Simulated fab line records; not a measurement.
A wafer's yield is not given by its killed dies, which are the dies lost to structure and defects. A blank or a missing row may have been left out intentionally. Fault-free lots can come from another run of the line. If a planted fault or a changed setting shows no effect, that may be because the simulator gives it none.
One fault through the eyes of 2 desks / flow n5 finfet / numbers are kept per desk, each desk with only its own; the story behind them comes last

## AT THE TOOL OWNER'S DESK: krf scanner-02
The tool's own readings at N5_BEOL_M14_EXPOSE_07 (exposes mask V13): means of the sampled wafers that have a number, for each lot that ran on this tool. Any lot whose mean is over 4 standard deviations away from the usual mean is out of limits and marked OUT; that distance is given in the brackets.
Columns: A = exposure dose mJ cm2 at N5_BEOL_M14_EXPOSE_07, usual 56.98; B = focus offset nm at N5_BEOL_M14_EXPOSE_07, usual 0.0 nm
lot=L863; first seen here=day 10 13:56; A=57.02; B=-0.3
lot=L866; first seen here=day 11 15:58; A=57.06; B=-0.2
lot=L868; first seen here=day 11 21:21; A=56.96; B=0.4
lot=L870; first seen here=day 12 10:40; A=56.98; B=0.6
lot=L881; first seen here=day 15 22:10; A=53.00 (-70) OUT; B=-0.4
lot=L883; first seen here=day 16 13:50; A=53.74 (-57) OUT; B=-0.6
This desk's verdict: out of limits on L881, L883, starting with L881 at day 15 22:10 (exposure dose mJ cm2 at N5_BEOL_M14_EXPOSE_07). L863, L866, L868, L870: within limits.

## THE METROLOGY DESK
Lot by lot, what the gauges showed, no matter which tool ran the lot: averages of those sampled wafers that carry a number. Any lot whose mean is over 4 standard deviations away from the usual mean is out of limits and marked OUT; that distance is given in the brackets.
Columns: A = cd nm at N5_BEOL_M14_CD_MEAS_10, usual 250.3 nm
lot=L863; first seen here=day 10 14:07; A=248.3
lot=L866; first seen here=day 11 16:08; A=252.2
lot=L865; first seen here=day 11 17:11; A=249.6
lot=L868; first seen here=day 11 21:31; A=247.8
lot=L869; first seen here=day 12 03:02; A=250.3
lot=L870; first seen here=day 12 10:50; A=251.1
lot=L875; first seen here=day 14 17:37; A=253.0
lot=L881; first seen here=day 15 22:20; A=236.9 (-7.0) OUT
lot=L884; first seen here=day 16 01:25; A=249.1
lot=L883; first seen here=day 16 14:01; A=239.7 (-5.6) OUT
This desk's verdict: out of limits on L881, L883, starting with L881 at day 15 22:20 (cd nm at N5_BEOL_M14_CD_MEAS_10). L863, L866, L865, L868, L869, L870, L875, L884: within limits.

## ALL TOGETHER
At day 15 22:10, on L881, L883, the tool owner's desk was in a position to raise an alarm.
Metrology desk: alarm possible at day 15 22:20 on L881, L883.
Every lot named ran N5_BEOL_M14_EXPOSE_07 on krf scanner-02.

## WHAT THE SIMULATOR HAD INSERTED
Drift in process parameters on krf scanner-02 at N5_BEOL_M14_EXPOSE_07, starting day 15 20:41. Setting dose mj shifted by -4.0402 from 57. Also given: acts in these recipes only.
Lots struck among those shown: L881, L883.
Hours from the fault's start to each desk's first reading out of limits: the tool owner's desk, 1; the metrology desk, 2.
